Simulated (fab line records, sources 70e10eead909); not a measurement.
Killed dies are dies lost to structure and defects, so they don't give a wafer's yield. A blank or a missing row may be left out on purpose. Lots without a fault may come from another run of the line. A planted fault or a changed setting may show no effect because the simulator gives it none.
A struck lot beside a sound one | flow nand_harc | 15 steps out of a route of 1302
Sound: wafers L719.3, L719.5, L719.6. Struck: wafers L729.2, L729.6. (L729.5 of the same lot was not struck and is left out.) The cause comes at the end.
At each step with rows: each side's tool, then ch and its chambers, then its first start. Under that, the readings that differ: sound wafers | struck wafers | difference of the means | sigmas: that difference in standard deviations of wafers without a fault.
alike: readings whose means differ by less than 2 such deviations, and words and numbers that are the same on both sides. not compared: withheld readings, readings that some wafer has no value for, bounds like >300 that may hide the same value, and numbers for which the record gives no deviation and whose values overlap.
The two part at a step that has a row with sigmas, a row that says differs or no value, or rows on one side only. Numbers that don't overlap but have no deviation are shown without sigmas and don't part them. A reading that every wafer of one side lacks parts them only if that side has two wafers or more.

NHARC_A_ONON_D2_THK_MEAS_14: measures by ellipsometry.
  sound on film_metro-02, day 13 02:47; struck on film_metro-01, day 17 07:10
  alike: thk_nm
then, 2 steps without rows for these wafers: NHARC_A_ONON_D2_ANNEAL_15 (time 3600 s); NHARC_A_ONON_D2_DEP_16 (target thk 1000 nm).
NHARC_A_ONON_D2_THK_MEAS_18: measures by ellipsometry.
  sound on film_metro-01, day 13 09:58; struck on film_metro-01, day 17 14:35
  alike: thk_nm
then, 1 step without rows for these wafers: NHARC_A_ONON_D2_DEP_19 (target thk 1000 nm).
NHARC_A_ONON_D2_THK_MEAS_21: measures by ellipsometry.
  sound on film_metro-02, day 13 10:32; struck on film_metro-02, day 17 15:16
  alike: thk_nm
then, 1 step without rows for these wafers: NHARC_A_ONON_D2_DEP_22 (target thk 1000 nm).
NHARC_A_ONON_D2_THK_MEAS_24: measures by ellipsometry.
  sound on film_metro-01, day 13 11:06; struck on film_metro-02, day 17 15:51
  alike: thk_nm
then, 1 step without rows for these wafers: NHARC_A_ONON_D2_DEP_25 (target thk 1000 nm).
NHARC_A_ONON_D2_THK_MEAS_27: measures by ellipsometry.
  sound on film_metro-01, day 13 11:40; struck on film_metro-02, day 17 16:25
  alike: thk_nm
then, 1 step without rows for these wafers: NHARC_A_ONON_D2_DEP_28 (target thk 1000 nm).
NHARC_A_ONON_D2_THK_MEAS_30: measures by ellipsometry.
  sound on film_metro-01, day 13 12:13; struck on film_metro-01, day 17 16:59
  alike: thk_nm
NHARC_A_ONON_D2_DEP_33: deposits SiO2, target thk 200 nm.
  sound on pecvd-02 ch 0,2, day 13 12:22; struck on pecvd-02 ch 1, day 17 17:02
  reading                   | sound             | struck      | difference | sigmas
  heater_power_w (W)        | 511 553 553       | 338 353     | -194       | -3
  mfc_precursor_sccm (sccm) | 160.7 161.6 161.2 | 199.7 198.3 | +37.8      | +77
  alike: chamber_pressure_Torr, heater_power_outer_w, throttle_valve_pct
NHARC_A_ONON_D2_THK_MEAS_34: measures by ellipsometry.
  sound on film_metro-01, day 13 12:41; struck on film_metro-01, day 17 17:28
  reading     | sound             | struck      | difference | sigmas
  thk_nm (nm) | 201.5 199.7 201.2 | 243.6 244.7 | +43.3      | +15
-- the record jumps here: 12 days lie between the struck wafers' starts before and after (it left off in module A_ONON_D2 and takes up again in module END, whose first step shown is number 1302 of the route) --
NHARC_END_SORT_01:
  the record has rows for the struck wafers here (prober-01 ch 0, day 30 04:13) and none for the sound ones

WHERE THEY PART
First at NHARC_A_ONON_D2_DEP_33; last, within this record, at NHARC_END_SORT_01.

WHY: what the simulator had put in
Process parameter drift: pecvd-02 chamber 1, from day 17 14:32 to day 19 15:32, at NHARC_A_ONON_D2_DEP_33. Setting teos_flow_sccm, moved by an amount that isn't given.
